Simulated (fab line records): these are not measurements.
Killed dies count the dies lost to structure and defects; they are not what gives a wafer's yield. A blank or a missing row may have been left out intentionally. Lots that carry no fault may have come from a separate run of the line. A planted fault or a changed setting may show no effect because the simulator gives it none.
Which of the tools did it? ; flow n5 finfet ; 9 lots with 27 wafers sampled at 3 steps, on a route of 1938 steps

## WHAT THE GAUGES SHOWED, per wafer
N5_BEOL_M0_SAQP_INSPECT_16: inspects for defects (brightfield).
lot;measured;on;raw defect count
L333;day 5 22:20;defect inspect-02;504 399 366
L335;day 6 10:10;defect inspect-02;769 621 401
L337;day 6 18:33;defect inspect-02;414 352 332
L342;day 8 00:58;defect inspect-02;442 524 445
L344;day 8 18:01;defect inspect-02;1468 1409 1410
L345;day 8 23:37;defect inspect-02;1480 1541 1407
L351;day 10 08:47;defect inspect-01;545 317 517
L352;day 10 10:44;defect inspect-01;435 572 619
L353;day 11 00:19;defect inspect-02;439 450 493

## WHAT TOOL EACH LOT RAN ON (gives the tool, then ch and the chambers of the sampled wafers, and finally the start)
lot;N5_BEOL_M0_SAQP_HM_DEP_02;N5_BEOL_M0_SAQP_PECVD_03
L333;pvd sputter-01, day 5 21:28;pecvd-04 ch 0,1, day 5 21:35
L335;pvd sputter-01, day 6 09:26;pecvd-04 ch 1,2, day 6 09:33
L337;pvd sputter-03, day 6 17:49;pecvd-01 ch 0,1,2, day 6 17:56
L342;pvd sputter-03, day 8 00:05;pecvd-01 ch 0,2, day 8 00:13
L344;pvd sputter-02, day 8 17:16;pecvd-01 ch 0,2, day 8 17:23
L345;pvd sputter-02, day 8 22:45;pecvd-01 ch 0,1,2, day 8 22:52
L351;pvd sputter-03, day 10 07:55;pecvd-04 ch 0,1,2, day 10 08:02
L352;pvd sputter-01, day 10 09:52;pecvd-04 ch 0,1,2, day 10 09:59
L353;pvd sputter-02, day 10 23:34;pecvd-04 ch 0,2, day 10 23:41
- N5_BEOL_M0_SAQP_HM_DEP_02: deposits TiN, target thk 12 nm.
- N5_BEOL_M0_SAQP_PECVD_03: deposits SiCN from 3MS/NH3, target thk 12 nm, time 21.1 s.

## THE ANSWER, worked out from the rows above alone
Rule: the usual values come from the lots themselves. Put in order of their means at a reading, lots are off if they are a third of the lots or fewer, leave a main group of 4 or more, and stand apart from it by a gap of 3 or more times the standard deviation of the main group's means; of several such gaps the widest counts. Not used: any main group whose means are identical at the precision the tables above print for the reading. A lot without any number at a reading at which 4 lots or more have one is off too. The other lots that the step has rows for count as sound.
Off: L344, L345 (N5_BEOL_M0_SAQP_INSPECT_16, raw defect count). For the main group the mean is 474 and the standard deviation 70.
A tool fits if, at a process step before that reading, it ran every lot that is off, and no sound lot after the first of them. Those tools and the gauges at N5_BEOL_M0_SAQP_INSPECT_16 are tried in the same way. One fits: pecvd-01 at N5_BEOL_M0_SAQP_PECVD_03. A fault onset in the window from L342 (day 8 00:13, its last sound lot) to L344 (day 8 17:23, its first lot off) fits.

## WHAT THE SIMULATOR HAD INSERTED
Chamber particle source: pecvd-01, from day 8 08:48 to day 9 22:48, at N5_BEOL_M0_SAQP_PECVD_03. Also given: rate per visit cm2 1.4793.
Shown lots that were struck: L344, L345. The rule above reached the same finding.
